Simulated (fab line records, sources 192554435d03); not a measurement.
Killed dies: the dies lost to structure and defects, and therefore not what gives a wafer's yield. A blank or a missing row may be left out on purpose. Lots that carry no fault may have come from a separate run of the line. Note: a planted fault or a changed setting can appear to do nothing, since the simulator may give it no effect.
Matching of chambers + flow n5_finfet + pecvd-03 running N5_BEOL_M0_SAQP_PECVD_04: 3 sister chambers
The step deposits a-Si from SiH4/He, target thk 60 nm, time 60.2 s. 6 wafers are shown with their chamber, then 10 later ones without.

EACH WAFER AND ITS CHAMBER
| wafer  | chamber | throttle_valve_pct (%) | heater_power_w (W) |
|--------|---------|------------------------|--------------------|
| L080.2 | 1       | 19.4                   | 537                |
| L081.4 | 0       | 19.3                   | 675                |
| L085.4 | 1       | 19.0                   | 554                |
| L085.5 | 2       | 16.5                   | 564                |
| L091.4 | 2       | 16.5                   | 570                |
| L091.5 | 0       | 19.5                   | 639                |

WAFERS WITH NO CHAMBER GIVEN
| wafer  | throttle_valve_pct (%) | heater_power_w (W) |
|--------|------------------------|--------------------|
| L091.6 | 19.4                   | 519                |
| L094.1 | 16.7                   | 543                |
| L094.3 | 19.3                   | 555                |
| L094.5 | 19.2                   | 542                |
| L095.4 | 16.6                   | 590                |
| L095.5 | 19.3                   | 544                |
| L095.6 | 19.7                   | 623                |
| L097.2 | 16.8                   | 513                |
| L097.3 | 19.3                   | 656                |
| L097.5 | 19.5                   | 537                |

WHICH CHAMBER EACH WENT THROUGH
| wafer  | from the rows above | in truth |
|--------|---------------------|----------|
| L091.6 | 1                   | 1        |
| L094.1 | 2                   | 2        |
| L094.3 | 1                   | 1        |
| L094.5 | 1                   | 1        |
| L095.4 | 2                   | 2        |
| L095.5 | 1                   | 1        |
| L095.6 | 0                   | 0        |
| L097.2 | 2                   | 2        |
| L097.3 | 0                   | 0        |
| L097.5 | 1                   | 1        |
Correctly placed: 10 of 10. Can't be placed from these rows: 0. Number placed wrongly: 0.
How it was worked out, from the rows above alone: a wafer's distance from a chamber is the root of the sum, over the readings, of the square of ((its reading less the chamber's mean) divided by the reading's scatter). The wafer belongs to the nearest chamber; if the next one is less than 2 further off, it can't be placed. A chamber's mean is the mean of its shown wafers. The scatter is the square root of a quotient: the sum, over the shown wafers, of each reading's squared deviation from its chamber's mean, divided by wafers minus chambers.
